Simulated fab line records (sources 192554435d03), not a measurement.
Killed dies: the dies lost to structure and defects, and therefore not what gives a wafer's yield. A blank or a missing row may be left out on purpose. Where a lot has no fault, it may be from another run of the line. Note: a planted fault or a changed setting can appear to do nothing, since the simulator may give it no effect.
fab line records	flow n5-finfet	part 1 of 2: steps 1 to 24 of 34
record: lots: 5	wafers: 15	last-day: 18
route steps=1938 shown BEOL_M0@728 BEOL_M1@751
lots that met no fault: taken from a fault-free run of the same line
start-h: start of the lot's first displayed wafer, in hours after the record's first day	wait-h: time in hours since the lot's previous step	" as in the row above	L1.1+2: a single row standing in for several wafers	- no value, or no start given	* or withheld: withheld	< > ~ a bound
route shown NAME@n: names a module that has steps shown in the file, with the first one's number in the route	usual: mean and standard deviation over wafers with no fault	same: alike in all rows	chamber/n: place in a boat	sites: readings site by site	_std_site: how widely they spread, as a standard deviation	_edge_site: inner sites' mean taken away from outer sites' mean	radius-mm: for every site, how far away it sits from the centre of the wafer	mask NAME#n: copy n	behind: the tool/chamber that last shaped the wafer	hold: the reason the lot was held/the length of the hold in hours/how it ended	device: whichever transistor did not switch (one of n, p or np)	end of line: the same wafers' tests at the end of the route	step lacking rows: just its recipe	killed: not the wafer's yield, but the dies lost to structure and defects at the first sort	map: a wafer's dies, x killed, . not, _ none there
set.NAME: the setting that was run; set.NAME@STEP: the one run at that earlier step	model.NAME: the simulator's own value behind a step, which no gauge read
certain route steps with their lots: each step a table, each wafer a row
services: a tool's chamber out of use, with start hour (start-h, from the record's first day; less than 0 if before it), hours out, and reason
== steps ==
step: N5_BEOL_M0_SRD_111
recipe: time-s: 30	temp-c: 23	rinse-liquid: diw	dry: ipa-marangoni
lot.wafer	tool	chamber	start-h	wait-h
L078.1+3+6	wet-bench-05	2,0,3	149.94	0.0
L087.1+3+5	wet-bench-05	3,7,1	202.32	0.0
L094.1+2+3	wet-bench-05	5,1,7	244.50	0.0
L095.2+3+4	wet-bench-05	6,7,5	246.63	0.0
L097.2+3+6	wet-bench-01	6,0,1	254.83	0.0
step: N5_BEOL_M0_DEGAS_112
recipe: ambient: vacuum	temp-c: 250	time-s: 60
usual: heater-power-w: 336/23
lot.wafer	tool	chamber	start-h	wait-h	heater-power-w
L078.1	pvd-sputter-02	-	149.98	0.0	333
L078.3	"	-	"	"	319
L078.6	"	-	"	"	365
L087.1	pvd-sputter-03	-	203.10	0.8	368
L087.3	"	-	"	"	315
L087.5	"	-	"	"	331
L094.1	pvd-sputter-02	-	244.76	0.2	314
L094.2	"	-	"	"	331
L094.3	"	-	"	"	367
L095.2	pvd-sputter-03	-	247.06	0.4	337
L095.3	"	-	"	"	339
L095.4	"	-	"	"	312
L097.2	pvd-sputter-01	-	254.95	0.1	371
L097.3	"	-	"	"	292
L097.6	"	-	"	"	370
step: N5_BEOL_M0_PRE_CLEAN_113
recipe: gas: H2/He	time-s: 30	temp-c: 250
usual: heater-power-w: 337/23
lot.wafer	tool	chamber	start-h	wait-h	heater-power-w
L078.1	pvd-sputter-02	-	150.02	0.0	326
L078.3	"	-	"	"	316
L078.6	"	-	"	"	367
L087.1	pvd-sputter-03	-	203.14	0.0	368
L087.3	"	-	"	"	308
L087.5	"	-	"	"	338
L094.1	pvd-sputter-02	-	244.80	0.0	313
L094.2	"	-	"	"	323
L094.3	"	-	"	"	361
L095.2	pvd-sputter-03	-	247.10	0.0	335
L095.3	"	-	"	"	332
L095.4	"	-	"	"	310
L097.2	pvd-sputter-01	-	254.99	0.0	372
L097.3	"	-	"	"	301
L097.6	"	-	"	"	371
step: N5_BEOL_M0_ALD_136
recipe: material: TaN	target-thk-a: *	temp-c: 275	ald-precursor-family: PDMAT	ald-co-reactant: NH3	pressure-torr: 3	carrier-flow-sccm: 1500	pulse-time-s: 2	purge-time-s: 3	co-reactant-purge-time-s: 2	co-reactant-pulse-time-s: 3	ald-cycles: 30	precursor-vessel-temp-c: 75	precursor-vessel-pressure-torr: 26.25	precursor-vessel-carrier-sccm: 1000
usual: heater-power-w: 410/22
lot.wafer	tool	chamber	start-h	wait-h	heater-power-w
L078.1	ald-metal-01	0	150.09	0.0	417
L078.3	"	2	"	"	391
L078.6	"	1	"	"	407
L087.1	ald-metal-02	0	203.20	0.0	405
L087.3	"	1	"	"	406
L087.5	"	1	"	"	406
L094.1	ald-metal-01	2	244.86	0.0	387
L094.2	"	1	"	"	407
L094.3	"	3	"	"	431
L095.2	ald-metal-01	3	247.16	0.0	445
L095.3	"	2	"	"	383
L095.4	"	0	"	"	418
L097.2	ald-metal-02	1	255.08	0.1	408
L097.3	"	0	"	"	405
L097.6	"	0	"	"	391
step: N5_BEOL_M0_SURFACE_TREAT_137
recipe: gas: Ar	time-s: *	ion-energy-ev: *	ion-current-ma-cm2: 0.5	pressure-mtorr: *	ar-flow-sccm: 30
usual: throttle-valve-pct: *
lot.wafer	tool	chamber	start-h	wait-h	throttle-valve-pct
L078.1	pvd-sputter-03	-	150.34	0.2	*
L078.3	"	-	"	"	*
L078.6	"	-	"	"	*
L087.1	pvd-sputter-03	-	203.46	0.2	*
L087.3	"	-	"	"	*
L087.5	"	-	"	"	*
L094.1	pvd-sputter-03	-	245.14	0.2	*
L094.2	"	-	"	"	*
L094.3	"	-	"	"	*
L095.2	pvd-sputter-02	-	247.43	0.2	*
L095.3	"	-	"	"	*
L095.4	"	-	"	"	*
L097.2	pvd-sputter-02	-	255.31	0.1	*
L097.3	"	-	"	"	*
L097.6	"	-	"	"	*
step: N5_BEOL_M0_CVD_115
recipe: material: Co	target-thk-a: *	temp-c: withheld	precursor: CCTBA/H2	pressure-torr: 30	time-s: 120
lot.wafer	tool	chamber	start-h	wait-h
L078.1+3+6	cvd-co-02	2,0,2	150.40	0.0
L087.1+3+5	cvd-co-02	0,1,2	203.53	0.1
L094.1+2+3	cvd-co-01	1,0,2	245.43	0.3
L095.2+3+4	cvd-co-01	1,2,1	247.57	0.1
L097.2+3+6	cvd-co-01	2,1,0	255.49	0.2
step: N5_BEOL_M0_SPUTTER_116
recipe: material: Cu	target-thk-a: 40	temp-c: -20	chamber-pressure-pa: 0.07	power-w: withheld	time-s: 7.37
usual: chuck-gas-flow-sccm: 1.26/0.055	throttle-valve-pct: 30.6/0.86
lot.wafer	tool	chamber	start-h	wait-h	chuck-gas-flow-sccm	throttle-valve-pct
L078.1	pvd-sputter-03	-	150.50	0.1	1.19	29.5
L078.3	"	-	"	"	1.35	32.0
L078.6	"	-	"	"	1.34	32.1
L087.1	pvd-sputter-02	-	203.64	0.1	1.30	30.1
L087.3	"	-	"	"	1.32	30.8
L087.5	"	-	"	"	1.28	30.9
L094.1	pvd-sputter-01	-	245.70	0.2	1.29	30.7
L094.2	"	-	"	"	1.31	31.8
L094.3	"	-	"	"	1.20	30.1
L095.2	pvd-sputter-02	-	247.67	0.1	1.21	30.3
L095.3	"	-	"	"	1.29	30.7
L095.4	"	-	"	"	1.34	29.8
L097.2	pvd-sputter-01	-	257.29	1.8	1.22	30.3
L097.3	"	-	"	"	1.22	31.4
L097.6	"	-	"	"	1.25	30.2
step: N5_BEOL_M0_ANNEAL_117
recipe: temp-c: 400	time-s: 60	ambient: vacuum
usual: heater-power-w: 840/58
lot.wafer	tool	chamber	start-h	wait-h	heater-power-w
L078.1	pvd-sputter-03	-	150.58	0.0	832
L078.3	"	-	"	"	897
L078.6	"	-	"	"	897
L087.1	pvd-sputter-02	-	203.72	0.0	918
L087.3	"	-	"	"	819
L087.5	"	-	"	"	810
L094.1	pvd-sputter-01	-	245.78	0.0	856
L094.2	"	-	"	"	763
L094.3	"	-	"	"	943
L095.2	pvd-sputter-02	-	247.75	0.0	895
L095.3	"	-	"	"	858
L095.4	"	-	"	"	775
L097.2	pvd-sputter-01	-	257.37	0.0	936
L097.3	"	-	"	"	826
L097.6	"	-	"	"	935
step: N5_BEOL_M0_SPUTTER_132
recipe: material: Cu	target-thk-a: 40	temp-c: -20	chamber-pressure-pa: 0.07	power-w: withheld	time-s: 7.37
usual: chuck-gas-flow-sccm: 1.27/0.056	throttle-valve-pct: 30.6/0.86
lot.wafer	tool	chamber	start-h	wait-h	chuck-gas-flow-sccm	throttle-valve-pct
L078.1	pvd-sputter-03	-	150.62	0.0	1.28	29.7
L078.3	"	-	"	"	1.32	32.1
L078.6	"	-	"	"	1.36	32.1
L087.1	pvd-sputter-02	-	203.77	0.0	1.30	30.5
L087.3	"	-	"	"	1.32	30.7
L087.5	"	-	"	"	1.29	30.6
L094.1	pvd-sputter-01	-	245.82	0.0	1.27	30.6
L094.2	"	-	"	"	1.29	31.5
L094.3	"	-	"	"	1.26	30.0
L095.2	pvd-sputter-02	-	247.79	0.0	1.25	30.4
L095.3	"	-	"	"	1.23	30.5
L095.4	"	-	"	"	1.26	29.6
L097.2	pvd-sputter-01	-	257.41	0.0	1.30	30.3
L097.3	"	-	"	"	1.20	31.2
L097.6	"	-	"	"	1.32	30.0
step: N5_BEOL_M0_ANNEAL_133
recipe: temp-c: 400	time-s: 60	ambient: vacuum
usual: heater-power-w: 840/56
lot.wafer	tool	chamber	start-h	wait-h	heater-power-w
L078.1	pvd-sputter-03	-	150.70	0.0	867
L078.3	"	-	"	"	904
L078.6	"	-	"	"	911
L087.1	pvd-sputter-02	-	203.85	0.0	905
L087.3	"	-	"	"	828
L087.5	"	-	"	"	825
L094.1	pvd-sputter-01	-	245.90	0.0	864
L094.2	"	-	"	"	750
L094.3	"	-	"	"	918
L095.2	pvd-sputter-02	-	247.87	0.0	923
L095.3	"	-	"	"	843
L095.4	"	-	"	"	759
L097.2	pvd-sputter-01	-	257.49	0.0	919
L097.3	"	-	"	"	823
L097.6	"	-	"	"	944
step: N5_BEOL_M0_SPUTTER_134
recipe: material: Cu	target-thk-a: 40	temp-c: -20	chamber-pressure-pa: 0.07	power-w: withheld	time-s: 7.37
usual: chuck-gas-flow-sccm: 1.26/0.053	throttle-valve-pct: 30.5/0.88
lot.wafer	tool	chamber	start-h	wait-h	chuck-gas-flow-sccm	throttle-valve-pct
L078.1	pvd-sputter-03	-	150.74	0.0	1.30	29.9
L078.3	"	-	"	"	1.33	32.1
L078.6	"	-	"	"	1.29	32.4
L087.1	pvd-sputter-02	-	203.90	0.0	1.23	30.3
L087.3	"	-	"	"	1.29	30.4
L087.5	"	-	"	"	1.41	30.6
L094.1	pvd-sputter-01	-	245.94	0.0	1.21	30.4
L094.2	"	-	"	"	1.30	31.6
L094.3	"	-	"	"	1.23	30.2
L095.2	pvd-sputter-02	-	247.91	0.0	1.23	30.5
L095.3	"	-	"	"	1.28	30.5
L095.4	"	-	"	"	1.28	29.8
L097.2	pvd-sputter-01	-	257.53	0.0	1.24	29.9
L097.3	"	-	"	"	1.37	31.2
L097.6	"	-	"	"	1.24	29.9
step: N5_BEOL_M0_ANNEAL_135
recipe: temp-c: 400	time-s: 60	ambient: vacuum
usual: heater-power-w: 840/58
lot.wafer	tool	chamber	start-h	wait-h	heater-power-w
L078.1	pvd-sputter-03	-	150.82	0.0	852
L078.3	"	-	"	"	895
L078.6	"	-	"	"	921
L087.1	pvd-sputter-02	-	203.98	0.0	917
L087.3	"	-	"	"	809
L087.5	"	-	"	"	827
L094.1	pvd-sputter-01	-	246.02	0.0	857
L094.2	"	-	"	"	758
L094.3	"	-	"	"	935
L095.2	pvd-sputter-02	-	247.99	0.0	904
L095.3	"	-	"	"	825
L095.4	"	-	"	"	789
L097.2	pvd-sputter-01	-	257.61	0.0	928
L097.3	"	-	"	"	816
L097.6	"	-	"	"	944
step: N5_BEOL_M0_SPUTTER_141
recipe: material: Cu	target-thk-a: 40	temp-c: -20	chamber-pressure-pa: 0.07	power-w: withheld	time-s: 7.37
usual: chuck-gas-flow-sccm: 1.26/0.051	throttle-valve-pct: 30.6/0.87
lot.wafer	tool	chamber	start-h	wait-h	chuck-gas-flow-sccm	throttle-valve-pct
L078.1	pvd-sputter-03	-	150.86	0.0	1.24	29.8
L078.3	"	-	"	"	1.22	32.1
L078.6	"	-	"	"	1.39	32.3
L087.1	pvd-sputter-02	-	204.03	0.0	1.18	30.4
L087.3	"	-	"	"	1.31	30.4
L087.5	"	-	"	"	1.32	30.7
L094.1	pvd-sputter-01	-	246.06	0.0	1.13	30.1
L094.2	"	-	"	"	1.29	31.8
L094.3	"	-	"	"	1.19	30.3
L095.2	pvd-sputter-02	-	248.03	0.0	1.25	30.3
L095.3	"	-	"	"	1.29	30.7
L095.4	"	-	"	"	1.30	29.7
L097.2	pvd-sputter-01	-	257.65	0.0	1.25	30.1
L097.3	"	-	"	"	1.22	31.5
L097.6	"	-	"	"	1.27	30.2
step: N5_BEOL_M0_ECD_118
recipe: material: Cu	target-thk-a: 3000
lot.wafer	tool	chamber	start-h	wait-h
L078.1+3+6	ecd-cu-01	1,1,0	150.98	0.1
L087.1+3+5	ecd-cu-02	0,1,1	204.15	0.1
L094.1+2+3	ecd-cu-02	1,0,1	246.18	0.1
L095.2+3+4	ecd-cu-01	1,0,1	248.15	0.1
L097.2+3+6	ecd-cu-01	1,0,0	257.77	0.1
step: N5_BEOL_M0_ANNEAL_119
recipe: temp-c: 225	time-s: 90	ambient: N2
usual: wafer_temp_C_max: 225.79/0.24
lot.wafer	tool	chamber	start-h	wait-h	wafer_temp_C_max
L078.1	rtp-anneal-01	0	151.19	0.2	225.80
L078.3	"	0	"	"	225.92
L078.6	"	0	"	"	225.87
L087.1	rtp-anneal-02	0	204.23	0.1	225.71
L087.3	"	0	"	"	225.79
L087.5	"	0	"	"	225.44
L094.1	rtp-anneal-01	0	246.25	0.1	225.65
L094.2	"	0	"	"	225.93
L094.3	"	0	"	"	225.92
L095.2	rtp-anneal-01	0	248.27	0.1	225.95
L095.3	"	0	"	"	226.18
L095.4	"	0	"	"	226.01
L097.2	rtp-anneal-01	0	257.91	0.1	225.40
L097.3	"	0	"	"	225.49
L097.6	"	0	"	"	225.61
step: N5_BEOL_M0_CMP_120
recipe: stop-on: SiOC	t-overpolish-s: 6.9	down-force-psi: 1	platen-rpm: 50	clearing-platen-down-force-psi: 1.5	clearing-platen-rpm: 50	post-cmp-clean: cu-alkaline	clearing-platen-pad-velocity-m-s: 0.99484	pad-velocity-m-s: 0.99484
usual: barrier-field-endpoint-s: 3.67/0.16	edge-zone-pressure-frac: 1.000/0.0053	motor-current-A: 6.0/0.53	overpolish-run-s: 6.900/0.0099	platen-rpm: 50.00/0.034	slurry-flow-ml-min: 150.0/0.46	time-to-endpoint-s: 63/3.3
lot.wafer	tool	chamber	start-h	wait-h	barrier-field-endpoint-s	edge-zone-pressure-frac	motor-current-A	overpolish-run-s	platen-rpm	slurry-flow-ml-min	time-to-endpoint-s
L078.3	cmp-04	0	151.49	0.2	3.72	0.998	6.3	6.893	50.04	149.9	63
L078.1	"	2	"	"	3.74	1.000	6.3	6.909	49.96	149.2	70
L078.6	"	1	"	"	3.56	0.997	7.0	6.902	49.98	149.1	64
L087.1	cmp-02	3	204.56	0.3	3.43	0.996	5.6	6.892	50.01	150.2	66
L087.3	"	1	"	"	3.53	0.997	5.4	6.887	49.99	150.5	62
L087.5	"	2	"	"	3.42	1.007	6.5	6.908	50.04	149.6	59
L094.3	cmp-04	3	246.59	0.2	3.62	0.995	5.8	6.897	50.00	149.9	60
L094.1	"	0	"	"	3.87	1.002	6.1	6.894	50.04	150.4	63
L094.2	"	1	"	"	3.78	1.001	6.5	6.884	50.05	150.1	63
L095.2	cmp-04	1	248.52	0.2	3.70	1.007	6.2	6.912	50.03	149.8	62
L095.4	"	2	"	"	3.96	1.000	6.4	6.899	50.00	150.8	68
L095.3	"	0	"	"	3.74	0.994	6.3	6.908	50.05	150.0	63
L097.2	cmp-02	1	258.18	0.2	3.88	1.003	5.9	6.885	49.96	150.3	67
L097.3	"	3	"	"	3.91	1.008	5.6	6.910	50.00	149.7	65
L097.6	"	2	"	"	3.57	0.995	6.4	6.893	50.01	150.1	62
step: N5_BEOL_M0_PRE_CLEAN_131
recipe: gas: NH3/H2	time-s: 15	temp-c: *	rf-power-w: 300
usual: heater-power-w: 92/26
lot.wafer	tool	chamber	start-h	wait-h	heater-power-w
L078.1	cvd-co-02	2	151.82	0.0	89
L078.3	"	1	"	"	132
L078.6	"	2	"	"	89
L087.1	cvd-co-02	2	204.86	0.0	89
L087.3	"	1	"	"	133
L087.5	"	0	"	"	59
L094.1	cvd-co-02	0	246.88	0.0	59
L094.2	"	1	"	"	132
L094.3	"	2	"	"	89
L095.2	cvd-co-02	1	248.86	0.0	134
L095.3	"	2	"	"	89
L095.4	"	1	"	"	129
L097.2	cvd-co-02	2	258.51	0.0	92
L097.3	"	1	"	"	132
L097.6	"	2	"	"	95
step: N5_BEOL_M0_CO_CAP_123
recipe: material: Co	target-thk-a: 20	temp-c: 200	precursor: CCTBA/H2	pressure-torr: 30	time-s: 102.1
usual: heater-power-w: 245/33
lot.wafer	tool	chamber	start-h	wait-h	heater-power-w
L078.1	cvd-co-02	2	151.86	0.0	244
L078.3	"	1	"	"	294
L078.6	"	2	"	"	244
L087.1	cvd-co-02	2	204.90	0.0	245
L087.3	"	1	"	"	298
L087.5	"	0	"	"	197
L094.1	cvd-co-02	0	246.92	0.0	200
L094.2	"	1	"	"	287
L094.3	"	2	"	"	235
L095.2	cvd-co-02	1	248.90	0.0	296
L095.3	"	2	"	"	243
L095.4	"	1	"	"	294
L097.2	cvd-co-02	2	258.55	0.0	244
L097.3	"	1	"	"	292
L097.6	"	2	"	"	247
step: N5_BEOL_M0_PRE_CLEAN_124
recipe: gas: NH3	time-s: 15	temp-c: withheld	rf-power-w: 300
lot.wafer	tool	chamber	start-h	wait-h
L078.1+3+6	pecvd-01	0,2,1	151.95	0.1
L087.1+3+5	pecvd-02	0,0,2	204.99	0.1
L094.1+2+3	pecvd-01	0,1,2	247.01	0.1
L095.2+3+4	pecvd-01	0,1,2	248.99	0.1
L097.2+3+6	pecvd-02	2,1,0	258.64	0.1
step: N5_BEOL_M0_DEP_125
recipe: material: SiCN	target-thk-a: 80	temp-c: withheld	precursor: 3MS/NH3	pressure-torr: 3	rf-w: 202	time-s: 14
usual: showerhead-plenum-p-Torr: 3.660/0.013	throttle-valve-pct: 9.0/0.51
lot.wafer	tool	chamber	start-h	wait-h	showerhead-plenum-p-Torr	throttle-valve-pct
L078.1	pecvd-01	0	151.98	0.0	3.663	8.4
L078.3	"	2	"	"	3.659	9.2
L078.6	"	1	"	"	3.653	9.8
L087.1	pecvd-02	0	205.03	0.0	3.665	9.2
L087.3	"	0	"	"	3.670	9.1
L087.5	"	2	"	"	3.669	8.6
L094.1	pecvd-01	0	247.04	0.0	3.667	8.6
L094.2	"	1	"	"	3.654	9.5
L094.3	"	2	"	"	3.665	8.1
L095.2	pecvd-01	0	249.01	0.0	3.661	8.7
L095.3	"	1	"	"	3.659	9.6
L095.4	"	2	"	"	3.659	7.9
L097.2	pecvd-02	2	258.67	0.0	3.672	8.8
L097.3	"	1	"	"	3.693	9.7
L097.6	"	0	"	"	3.665	8.9
step: N5_BEOL_M0_RS_MEAS_126
recipe: thk-meas-gauge: four-point-probe	reads: Co_of_BEOL_M0_CO_CAP_123+Cu_of_BEOL_M0_ECD_118+Co_of_BEOL_M0_CVD_115+TaN_of_BEOL_M0_ALD_136
usual: M0_RS: 0.531/0.019
lot.wafer	tool	chamber	start-h	wait-h	M0_RS[ohm/sq]
L078.1	film-metro-02	-	152.04	0.0	0.502
L078.3	"	-	"	"	0.523
L078.6	"	-	"	"	0.535
L087.1	film-metro-01	-	205.11	0.1	0.546
L087.3	"	-	"	"	0.523
L087.5	"	-	"	"	0.533
L094.1	film-metro-02	-	247.11	0.0	0.566
L094.2	"	-	"	"	0.568
L094.3	"	-	"	"	0.578
L095.2	film-metro-02	-	249.08	0.1	0.550
L095.3	"	-	"	"	0.537
L095.4	"	-	"	"	0.515
L097.2	film-metro-01	-	258.73	0.1	0.512
L097.3	"	-	"	"	0.523
L097.6	"	-	"	"	0.521
step: N5_BEOL_M0_INSPECT_127
recipe: inspect-instrument: darkfield	mode: post-dep
usual: raw-defect-count: 72/24
lot.wafer	tool	chamber	start-h	wait-h	raw-defect-count
L078.1	defect-inspect-02	-	152.07	0.0	54
L078.3	"	-	"	"	58
L078.6	"	-	"	"	67
L087.1	defect-inspect-02	-	205.14	0.0	102
L087.3	"	-	"	"	85
L087.5	"	-	"	"	113
L094.1	defect-inspect-01	-	247.13	0.0	39
L094.2	"	-	"	"	68
L094.3	"	-	"	"	84
L095.2	defect-inspect-01	-	249.11	0.0	96
L095.3	"	-	"	"	66
L095.4	"	-	"	"	71
L097.2	defect-inspect-02	-	258.76	0.0	52
L097.3	"	-	"	"	56
L097.6	"	-	"	"	83
step: N5_BEOL_M1_ILD_DEP_00
recipe: material: SiOC	target-thk-a: 790	temp-c: 350	precursor: DEMS/O2	pressure-torr: 5	rf-w: 500	time-s: 15.3
usual: heater-power-w: 506/68	showerhead-plenum-p-Torr: 5.689/0.015	throttle-valve-pct: 11.5/0.58
lot.wafer	tool	chamber	start-h	wait-h	heater-power-w	showerhead-plenum-p-Torr	throttle-valve-pct
L078.1	pecvd-04	0	152.11	0.0	551	5.675	11.0
L078.3	"	1	"	"	563	5.698	11.4
L078.6	"	2	"	"	371	5.694	11.0
L087.1	pecvd-04	2	205.17	0.0	395	5.705	11.0
L087.3	"	0	"	"	566	5.675	11.3
L087.5	"	1	"	"	565	5.704	11.5
L094.1	pecvd-04	2	247.17	0.0	378	5.700	11.0
L094.2	"	1	"	"	556	5.709	11.4
L094.3	"	0	"	"	526	5.676	11.2
L095.2	pecvd-01	2	249.14	0.0	479	5.698	10.6
L095.3	"	0	"	"	600	5.687	11.3
L095.4	"	1	"	"	486	5.670	12.4
L097.2	pecvd-04	2	258.79	0.0	452	5.697	11.2
L097.3	"	0	"	"	577	5.662	11.3
L097.6	"	2	"	"	450	5.694	11.0
step: N5_BEOL_M1_THK_MEAS_01
recipe: reads: SiOC_of_BEOL_M1_ILD_DEP_00
usual: M1_ILD_THK: 79.3/1.2
lot.wafer	tool	chamber	start-h	wait-h	M1_ILD_THK[nm]
L078.1	film-metro-02	-	152.17	0.0	78.6
L078.3	"	-	"	"	79.9
L078.6	"	-	"	"	81.3
L087.1	film-metro-02	-	205.24	0.0	79.3
L087.3	"	-	"	"	77.5
L087.5	"	-	"	"	80.8
L094.1	film-metro-02	-	247.24	0.0	78.9
L094.2	"	-	"	"	79.5
L094.3	"	-	"	"	78.2
L095.2	film-metro-02	-	249.21	0.1	78.8
L095.3	"	-	"	"	76.6
L095.4	"	-	"	"	79.0
L097.2	film-metro-02	-	258.88	0.1	80.1
L097.3	"	-	"	"	81.3
L097.6	"	-	"	"	81.2
